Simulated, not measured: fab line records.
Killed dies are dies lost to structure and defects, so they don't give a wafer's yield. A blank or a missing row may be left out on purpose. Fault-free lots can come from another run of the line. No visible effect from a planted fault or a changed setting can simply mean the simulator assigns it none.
Struck lot and sound lot, side by side + flow n5_finfet + 39 out of 1938 route steps
Sound: wafers L597.2, L597.3, L597.4. Struck: wafer L603.4 (L603.2, L603.6, from the same lot, were not struck and are left out); the cause is given at the end.
At each step with rows: each side's tool, then ch and its chambers, then its first start. Under that, the readings that differ: sound wafers + struck wafers + difference of the means + sigmas: that difference in standard deviations of wafers without a fault.
alike: readings with means less than 2 such deviations apart, plus words and numbers identical on both sides. not compared: withheld readings, readings lacking a value on some wafer, bounds such as >300 that could conceal the same value, and numbers that have no deviation in the record and whose values overlap.
Wherever a step has rows on one side only, a row that says differs or no value, or a row with sigmas, the two part there. When numbers do not overlap yet have no deviation, they are printed without sigmas and do not part them. A reading that every wafer of one side lacks parts them only if that side has two wafers or more.

first, 11 steps without rows for these wafers: N5_STI_FIN_REVEAL_ALD_14 (deposits Si3N4, target thk 3 nm); N5_STI_FIN_REVEAL_FCVD_FILL_01 (material SiO2 flowable, target thk 312 nm, time 512.2 s); N5_STI_FIN_REVEAL_DENSIFY_02 (time 1800 s); N5_STI_FIN_REVEAL_CMP_04 (polishes, stops on Si3N4, t overpolish 4 s, target thk 131.83 nm); N5_STI_FIN_REVEAL_DENSIFY_30; N5_STI_FIN_REVEAL_ETCHBACK_08 (etches SiO2 in C4F6/O2, target depth 30.5 nm, time 10.167 s); N5_STI_FIN_REVEAL_STRIP_24 (strips in N2/H2, time 90 s); N5_STI_FIN_REVEAL_PRECLEAN_25 (cleans in SPM, time 90 s); N5_STI_FIN_REVEAL_PRECLEAN_26 (cleans in SC1, time 45 s); N5_STI_FIN_REVEAL_PRECLEAN_29 (cleans in DHF, time 30 s); N5_STI_FIN_REVEAL_SRD_12 (time 30 s).
N5_STI_FIN_REVEAL_RECESS_09: chemistry HF/NH3, target SiO2, afs cycles 11, target depth 42.5 nm, sublimation time 60 s.
  sound on vapor_etch-01 ch 0,1, day 3 13:26; struck on vapor_etch-01 ch 0, day 4 21:58
  alike: drypump_motor_current_A
then, 25 steps without rows for these wafers: N5_STI_FIN_REVEAL_STRIP_16 (strips SiNx in H3PO4, target depth 23.8 nm); N5_STI_FIN_REVEAL_PRECLEAN_17 (cleans in NF3:NH3, afs cycles 1, time 20 s, sublimation time 60 s); N5_STI_FIN_REVEAL_ETCH_34 (etches Si in H2, material Si, target depth 0.97 nm); N5_STI_FIN_REVEAL_OXIDATION_31 (chemistry O2 PLASMA REMOTE, time 20 s); N5_STI_FIN_REVEAL_PRECLEAN_32 (cleans in NF3:NH3, afs cycles 1, time 20 s, sublimation time 60 s); N5_STI_FIN_REVEAL_STRIP_35 (strips Si3N4 in H3PO4, target depth 4 nm, time 39 s); N5_STI_FIN_REVEAL_SRD_21 (time 30 s); N5_STI_FIN_REVEAL_OXIDATION_33 (chemistry O2 PLASMA REMOTE, time 20 s); N5_STI_FIN_REVEAL_CLEAN_19 (cleans in O3/DIW, time 120 s); N5_STI_FIN_REVEAL_SRD_23 (time 30 s); N5_STI_FIN_REVEAL_PRECLEAN_18 (cleans in SC2, time 45 s); N5_STI_FIN_REVEAL_SRD_28 (time 30 s); N5_DUMMY_GATE_PRECLEAN_00 (cleans in O3/DIW, time 60 s); N5_DUMMY_GATE_SRD_01 (time 30 s); N5_DUMMY_GATE_ALD_02 (deposits SiO2, target thk 2 nm, pulse time 1 s); N5_DUMMY_GATE_CVD_03 (deposits a-Si from SiH4, target thk 150 nm, time 8042 s); N5_DUMMY_GATE_PRECLEAN_46 (cleans in DIW, time 89.5 s); N5_DUMMY_GATE_SRD_47 (dry time 32 s); N5_DUMMY_GATE_CMP_04 (polishes a-Si); N5_DUMMY_GATE_HM_DEP_06 (deposits SiNx from DCS/NH3, target thk 80 nm, time 5141 s); N5_DUMMY_GATE_PECVD_30 (deposits SiO2 from TEOS/O2, target thk 55 nm, time 10.8 s); N5_DUMMY_GATE_COAT_34 (time 60 s, resist thk 60 nm); N5_DUMMY_GATE_COAT_35 (time 60 s, resist thk 10 nm); N5_DUMMY_GATE_COAT_28 (time 60 s, resist thk 10 nm); N5_DUMMY_GATE_COAT_09 (resist thk 30 nm).
-- a jump in the record: the struck wafers' starts before and after are 6 days apart (it breaks off in module DUMMY_GATE and resumes in module BEOL_M4, where the first step shown is number 1111 of the route) --
N5_BEOL_M4_RC_MEAS_101:
  sound on prober-02 ch 0, day 9 03:25; struck on prober-02 ch 0, day 10 10:25
| reading            | sound             | struck | difference | sigmas |
|--------------------|-------------------|--------|------------|--------|
| DIBL_N (mV/V)      | 35.0 36.2 37.0    | 41.9   | +5.8       | +4     |
| DIBL_P (mV/V)      | 33.0 33.4 34.7    | 41.4   | +7.7       | +4     |
| IOFF_N (nA/um)     | 0.131 0.149 0.172 | 0.314  | +0.163     | +6     |
| IOFF_N_85C (nA/um) | 2.6 3.0 3.3       | 5.6    | +2.6       | +6     |
| IOFF_P (nA/um)     | 0.19 0.20 0.22    | 0.27   | +0.07      | +2     |
| ION_N (uA/um)      | 672 666 667       | 640    | -28        | -2     |
| ION_P (uA/um)      | 462 459 463       | 432    | -29        | -3     |
| SS_N (mV/dec)      | 71.1 71.5 71.5    | 75.8   | +4.4       | +8     |
| SS_P (mV/dec)      | 72.6 72.4 72.8    | 74.9   | +2.3       | +4     |
  alike: VT_N, VT_P
-- a jump in the record: the struck wafers' starts before and after are 4 days apart (it breaks off in module BEOL_M4 and resumes in module PASSIVATION, where the first step shown is number 1936 of the route) --
N5_PASSIVATION_PROBE_49:
  only the struck wafers here have rows in the record (prober-01, day 14 14:25); the sound ones have none

## WHERE THEY PART
Earliest at N5_BEOL_M4_RC_MEAS_101; latest, in this record, at N5_PASSIVATION_PROBE_49.

WHY: whatever the simulator had introduced
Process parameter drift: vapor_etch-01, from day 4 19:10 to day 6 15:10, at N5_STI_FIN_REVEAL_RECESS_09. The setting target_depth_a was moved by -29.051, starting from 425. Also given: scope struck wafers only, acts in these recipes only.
